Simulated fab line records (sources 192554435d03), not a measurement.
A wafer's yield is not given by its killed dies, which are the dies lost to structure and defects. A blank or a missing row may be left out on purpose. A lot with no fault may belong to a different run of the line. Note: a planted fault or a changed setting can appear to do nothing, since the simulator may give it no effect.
fab line records	flow n5_finfet	part 2 of 2: steps 5 to 6 of 6
[record] lots = 21	wafers = 63	last_day = 17
route steps=1938 shown BEOL_M2@866 BEOL_M3@970
lots untouched by any fault: they come from a run of this same line in which no faults occurred
start_h: the number of hours between the record's first day and the start of the first shown wafer of the lot	wait_h: how many hours have passed since the lot's step before this one	" identical to the entry in the row above	L1.1+2: a single row standing in for several wafers	- no value, or no start given	* or withheld: withheld	< > ~ a bound
route shown NAME@n: names a module that has steps shown in the file, with the first one's number in the route	usual: the fault-free wafers' mean and standard deviation	same: alike in all rows	chamber/n: place in a boat	sites: the reading at each site	_std_site: standard deviation across them	_edge_site: the outer-site mean with the inner-site mean subtracted	radius_mm: how far each site lies from the wafer's centre	mask NAME#n: copy n	behind: the most recent tool/chamber to have shaped the wafer	hold: why the lot went on hold/how many hours it stayed there/how the hold came to an end	device: transistor that didn't switch, given as n, p or np	end of line: the same wafers' tests at the end of the route	step lacking rows: just its recipe	killed: dies lost to structure and defects at the first sort, not the wafer's yield	map: shows each die of a wafer: x if killed, . if not, _ if none is there
set.NAME: setting as actually run; set.NAME@STEP: the setting as run at that earlier step	model.NAME: the simulator's own value behind a step, which no gauge read
the route's steps for a sample of lots (tables are steps, rows are wafers)
services: from which hour (start_h, from the record's first day; less than 0 if before it) a tool's chamber was out of use, for how many hours, and why
[[steps]]
[step N5_BEOL_M3_ETCH_69]
[recipe] chemistry = CF4	target = SiARC	target_depth_a = 156	mask_material = CAR-EUV	time_s = 26	ion_energy_ev = 80	pressure_mtorr = 40	source_w = 545	bias_w = 36	Ar_flow_sccm = 100	cf4_flow_sccm = 100	ends = cleared
[usual] drypump_motor_current_A = 5.6/0.45	etch_rf_on_time_s = 25.9/0.35	oes_product_au = 0.67/0.078	rf_vpp_V = 184.2/1.1	showerhead_plenum_p_Torr = 2.14/0.063	throttle_valve_pct = 15.60/0.22
lot.wafer	tool	chamber	start_h	wait_h	drypump_motor_current_A	etch_rf_on_time_s	oes_product_au	rf_hours_counter_h	rf_vpp_V	showerhead_plenum_p_Torr	throttle_valve_pct
L076.1	rie_diel-03	0	153.98	0.0	5.5	26.0	0.70	88	184.3	2.16	15.45
L076.2	"	3	"	"	5.4	26.0	0.60	186	184.3	2.13	15.64
L076.4	"	3	"	"	5.4	26.1	0.60	-	184.6	2.13	15.63
L075.1	rie_diel-02	2	155.21	0.0	5.2	26.0	0.65	155	183.4	2.14	15.71
L075.2	"	1	"	"	5.4	26.3	0.75	27	185.3	2.18	15.27
L075.4	"	0	"	"	5.9	26.2	0.79	22	185.3	2.27	15.05
L077.1	rie_diel-03	0	166.57	0.0	5.5	26.0	0.69	92	184.9	2.15	15.46
L077.5	"	3	"	"	5.3	26.3	0.60	-	184.2	2.13	15.65
L077.6	"	2	"	"	4.8	25.7	0.83	-	183.9	2.20	15.44
L078.1	rie_diel-05	0	166.95	0.0	6.4	26.4	0.58	229	184.1	2.12	16.02
L078.2	"	3	"	"	5.5	25.6	0.64	161	183.5	2.06	15.73
L078.3	"	2	"	"	6.4	26.4	0.59	213	182.1	2.04	15.91
L079.1	rie_diel-02	1	178.60	0.0	5.4	25.6	0.75	34	184.8	2.17	15.26
L079.2	"	2	"	"	5.2	25.4	0.66	161	184.0	2.14	15.71
L079.3	"	3	"	"	5.8	26.1	0.63	173	186.3	2.22	15.69
L080.2	rie_diel-02	1	184.32	0.0	5.4	25.7	0.74	36	184.4	2.17	15.27
L080.5	"	2	"	"	5.2	25.4	0.66	-	184.1	2.14	15.70
L080.6	"	3	"	"	5.7	26.1	0.63	-	184.3	2.22	15.69
L081.1	rie_diel-03	0	184.64	0.0	5.5	25.8	0.69	98	184.6	2.15	15.47
L081.2	"	2	"	"	4.8	25.5	0.82	8	184.3	2.19	15.44
L081.6	"	2	"	"	4.8	25.4	0.82	-	185.5	2.19	15.43
L082.2	rie_diel-02	3	197.13	0.0	5.8	26.3	0.63	178	185.0	2.22	15.72
L082.5	"	0	"	"	5.9	26.1	0.77	-	184.7	2.26	15.09
L082.6	"	1	"	"	5.4	25.5	0.74	-	185.6	2.17	15.30
L084.1	rie_diel-05	1	208.93	0.0	5.0	26.4	0.61	214	183.2	2.20	15.54
L084.3	"	0	"	"	6.5	26.0	0.57	241	182.7	2.11	16.03
L084.6	"	0	"	"	6.4	26.0	0.58	-	183.3	2.11	16.04
L085.3	rie_diel-03	0	217.51	0.0	5.5	25.7	0.69	107	184.9	2.15	15.47
L085.4	"	3	"	"	5.3	26.1	0.60	206	183.4	2.13	15.68
L085.5	"	0	"	"	5.5	25.5	0.68	-	185.3	2.15	15.49
L086.2	rie_diel-02	1	220.06	0.0	5.4	25.7	0.73	47	184.3	2.17	15.32
L086.5	"	2	"	"	5.2	25.5	0.65	-	183.5	2.13	15.74
L086.6	"	3	"	"	5.8	26.0	0.62	-	186.5	2.22	15.70
L087.3	rie_diel-03	1	224.60	0.0	5.4	25.7	0.69	118	184.2	2.15	15.49
L087.5	"	1	"	"	5.4	25.9	0.68	-	183.8	2.15	15.49
L087.6	"	2	"	"	4.8	25.6	0.80	-	185.9	2.19	15.46
L088.1	rie_diel-05	1	226.07	0.0	5.0	26.6	0.60	221	186.5	2.19	15.55
L088.3	"	3	"	"	5.5	25.7	0.63	178	183.7	2.05	15.76
L088.4	"	0	"	"	6.4	26.1	0.57	245	184.4	2.11	16.03
L089.1	rie_diel-02	2	235.60	0.0	5.2	25.6	0.64	179	183.7	2.13	15.75
L089.3	"	0	"	"	5.9	26.1	0.75	47	184.7	2.26	15.12
L089.6	"	1	"	"	5.4	25.9	0.71	-	186.0	2.17	15.30
L091.1	rie_diel-02	0	242.41	0.0	5.9	25.7	0.76	50	186.2	2.26	15.13
L091.5	"	3	"	"	5.8	26.2	0.62	-	185.3	2.22	15.72
L091.6	"	2	"	"	5.2	25.3	0.64	-	184.6	2.13	15.75
L090.1	rie_diel-05	3	255.41	0.0	5.5	25.9	0.62	190	183.9	2.05	15.79
L090.3	"	1	"	"	5.0	26.8	0.59	234	183.8	2.19	15.58
L090.5	"	1	"	"	5.0	26.7	0.59	-	183.7	2.19	15.57
L092.1	rie_diel-03	3	259.19	0.0	5.3	26.1	0.59	222	183.3	2.12	15.71
L092.2	"	1	"	"	5.4	25.4	0.68	130	183.4	2.15	15.52
L092.3	"	0	"	"	5.6	25.5	0.68	123	184.6	2.14	15.52
L094.2	rie_diel-05	2	266.06	0.0	6.3	26.3	0.57	248	181.9	2.03	15.98
L094.4	"	0	"	"	6.5	25.6	0.84	3	182.3	2.11	15.57
L094.6	"	3	"	"	5.5	25.8	0.61	-	182.5	2.04	15.79
L095.1	rie_diel-05	0	274.59	0.0	6.4	25.4	0.84	8	184.5	2.11	15.58
L095.4	"	0	"	"	6.4	25.4	0.83	-	182.9	2.11	15.55
L095.6	"	3	"	"	5.5	25.8	0.62	-	182.3	2.04	15.80
L096.2	rie_diel-03	2	275.94	0.0	4.8	25.4	0.77	34	184.7	2.19	15.50
L096.4	"	1	"	"	5.4	25.7	0.67	136	184.1	2.15	15.54
L096.6	"	2	"	"	4.8	25.4	0.78	-	184.1	2.19	15.49
L097.3	rie_diel-05	3	281.34	0.0	5.5	25.6	0.62	-	183.8	2.04	15.78
L097.4	"	0	"	"	6.4	25.3	0.82	-	185.0	2.11	15.55
L097.5	"	0	"	"	6.4	25.5	0.83	-	184.4	2.11	15.57
[step N5_BEOL_M3_ETCH_70]
[recipe] chemistry = N2/H2	target = SOC	target_depth_a = 800	overetch_a = 160	mask_material = SiARC	temp_c = 40	time_s = 120	ion_energy_ev = 200	pressure_mtorr = 30	source_w = 840	bias_w = 150	n2_flow_sccm = 200	h2_flow_sccm = 200
[usual] drypump_motor_current_A = 5.5/0.43	oes_product_au = 0.60/0.063	rf_vpp_V = 524.4/2.4	showerhead_plenum_p_Torr = 2.56/0.074	temp_c = 39.98/0.11	throttle_valve_pct = 17.75/0.26
lot.wafer	tool	chamber	start_h	wait_h	drypump_motor_current_A	oes_product_au	rf_hours_counter_h	rf_vpp_V	showerhead_plenum_p_Torr	temp_c	throttle_valve_pct
L076.1	rie_diel-05	3	160.17	0.0	5.5	0.58	158	522.2	2.44	39.87	17.93
L076.2	"	0	"	"	6.5	0.53	226	522.3	2.51	40.03	18.16
L076.4	"	1	"	"	5.0	0.55	200	524.9	2.63	39.92	17.74
L075.1	rie_diel-02	3	160.91	0.0	5.8	0.57	168	526.0	2.63	40.14	17.69
L075.2	"	2	"	"	5.2	0.59	156	522.7	2.54	40.10	17.98
L075.4	"	0	"	"	5.9	0.71	23	530.8	2.70	39.90	17.13
L077.1	rie_diel-02	3	167.05	0.0	5.8	0.57	170	527.7	2.63	39.81	17.70
L077.5	"	0	"	"	5.9	0.70	-	528.3	2.70	40.09	17.16
L077.6	"	3	"	"	5.7	0.57	-	526.7	2.63	39.77	17.69
L078.1	rie_diel-03	3	167.26	0.0	5.3	0.54	191	522.8	2.52	39.96	17.76
L078.2	"	0	"	"	5.5	0.62	93	524.8	2.57	39.92	17.75
L078.3	"	2	"	"	4.8	0.75	3	526.9	2.61	40.10	17.63
L079.1	rie_diel-05	2	178.84	0.0	6.4	0.53	216	520.8	2.41	40.15	18.14
L079.2	"	0	"	"	6.4	0.53	232	522.0	2.51	40.03	18.15
L079.3	"	3	"	"	5.5	0.58	164	521.0	2.44	39.95	17.94
L080.2	rie_diel-02	2	189.83	0.0	5.2	0.58	165	524.0	2.54	39.75	18.00
L080.5	"	1	"	"	5.4	0.66	-	524.8	2.59	40.01	17.55
L080.6	"	2	"	"	5.2	0.58	-	523.7	2.54	39.93	17.99
L081.1	rie_diel-02	0	191.14	0.0	5.9	0.70	33	527.7	2.69	39.81	17.16
L081.2	"	1	"	"	5.4	0.66	38	525.1	2.59	40.04	17.56
L081.6	"	1	"	"	5.4	0.66	-	525.0	2.59	40.11	17.55
L082.2	rie_diel-02	3	199.94	0.0	5.8	0.57	179	527.0	2.63	40.07	17.70
L082.5	"	1	"	"	5.4	0.65	-	524.2	2.58	40.11	17.55
L082.6	"	2	"	"	5.2	0.58	-	524.2	2.54	40.00	18.01
L084.1	rie_diel-03	0	212.24	0.0	5.5	0.61	106	525.2	2.56	40.03	17.78
L084.3	"	2	"	"	4.8	0.71	15	526.1	2.60	40.04	17.68
L084.6	"	3	"	"	5.4	0.54	-	524.4	2.52	39.92	17.81
L085.3	rie_diel-02	2	221.87	0.0	5.2	0.58	174	523.7	2.54	40.06	18.01
L085.4	"	3	"	"	5.8	0.56	186	527.2	2.63	39.93	17.71
L085.5	"	2	"	"	5.2	0.58	-	525.2	2.54	40.22	18.00
L086.2	rie_diel-05	3	222.39	0.0	5.5	0.56	177	519.7	2.43	40.07	17.97
L086.5	"	0	"	"	6.5	0.52	-	522.5	2.50	39.85	18.16
L086.6	"	3	"	"	5.5	0.56	-	519.7	2.43	40.05	17.97
L087.3	rie_diel-02	2	225.59	0.0	5.2	0.58	175	522.7	2.54	39.94	18.00
L087.5	"	3	"	"	5.8	0.56	-	525.8	2.63	40.02	17.71
L087.6	"	0	"	"	5.9	0.68	-	528.2	2.69	40.14	17.19
L088.1	rie_diel-05	0	228.93	0.0	6.5	0.52	246	521.0	2.50	40.01	18.19
L088.3	"	3	"	"	5.5	0.56	178	520.6	2.43	40.05	17.97
L088.4	"	2	"	"	6.4	0.52	231	518.9	2.41	39.98	18.17
L089.1	rie_diel-02	1	235.88	0.0	5.4	0.64	52	524.6	2.58	40.21	17.56
L089.3	"	2	"	"	5.2	0.57	179	522.8	2.53	40.03	18.01
L089.6	"	1	"	"	5.4	0.64	-	527.2	2.58	39.87	17.57
L091.1	rie_diel-03	0	248.94	0.0	5.5	0.60	117	523.8	2.56	39.86	17.81
L091.5	"	3	"	"	5.3	0.53	-	523.1	2.51	39.93	17.84
L091.6	"	1	"	"	5.4	0.61	-	524.5	2.55	40.10	17.60
L090.1	rie_diel-05	3	257.57	0.0	5.5	0.55	191	519.5	2.43	39.96	18.00
L090.3	"	2	"	"	6.4	0.51	244	519.5	2.40	39.74	18.20
L090.5	"	3	"	"	5.5	0.56	-	520.6	2.43	39.96	17.99
L092.1	rie_diel-03	0	266.28	0.0	5.6	0.60	126	524.0	2.56	40.11	17.82
L092.2	"	2	"	"	4.9	0.68	29	525.5	2.60	39.92	17.68
L092.3	"	1	"	"	5.5	0.60	133	524.0	2.54	40.12	17.63
L094.2	rie_diel-05	2	270.25	0.0	6.4	0.51	250	519.8	2.40	40.04	18.19
L094.4	"	3	"	"	5.5	0.55	196	518.6	2.43	40.04	18.01
L094.6	"	1	"	"	5.1	0.54	-	526.6	2.61	40.11	17.81
L095.1	rie_diel-02	2	280.35	0.0	5.2	0.57	184	522.5	2.53	39.98	18.02
L095.4	"	1	"	"	5.5	0.64	57	524.5	2.58	39.96	17.58
L095.6	"	2	"	"	5.2	0.57	-	522.5	2.53	39.96	18.03
L096.2	rie_diel-03	1	283.16	0.0	5.4	0.59	140	523.7	2.54	40.00	17.63
L096.4	"	2	"	"	4.8	0.67	37	524.7	2.59	40.08	17.71
L096.6	"	1	"	"	5.4	0.60	-	524.1	2.54	40.00	17.63
L097.3	rie_diel-03	0	290.59	0.0	5.5	0.60	136	523.7	2.55	39.96	17.83
L097.4	"	2	"	"	4.8	0.67	40	524.9	2.59	39.87	17.71
L097.5	"	0	"	"	5.5	0.59	-	523.9	2.55	39.95	17.84
[[services]]
tool	chamber	start_h	hours	kind
rie_diel-03	-	130.92	0.7	repair
rie_diel-02	-	140.34	0.4	repair
rie_diel-03	2	145.58	-	clean
rie_diel-03	2	145.58	-	consumable_replace:focus_ring
rie_diel-03	2	145.58	13.5	scheduled_down
rie_diel-03	2	145.58	13.5	vent_cycle
rie_diel-03	1	149.89	4.6	repair
rie_diel-05	0	215.24	3.8	repair
rie_diel-04	1	217.32	5.2	repair
rie_diel-05	0	241.21	-	clean
rie_diel-05	0	241.21	-	consumable_replace:focus_ring
rie_diel-05	0	241.21	16.2	scheduled_down
rie_diel-05	0	241.21	16.2	vent_cycle
rie_diel-06	1	242.35	55.8	repair
rie_diel-02	-	243.38	28.1	pm
rie_diel-05	-	253.86	0.2	repair
rie_diel-04	0	265.68	8.2	repair
rie_diel-05	2	270.57	-	clean
rie_diel-05	2	270.57	-	consumable_replace:focus_ring
rie_diel-05	2	270.57	-	consumable_replace:showerhead
rie_diel-05	2	270.57	31.4	scheduled_down
rie_diel-05	2	270.57	31.4	vent_cycle
rie_diel-06	2	272.24	7.4	repair
rie_diel-02	3	290.29	7.6	repair
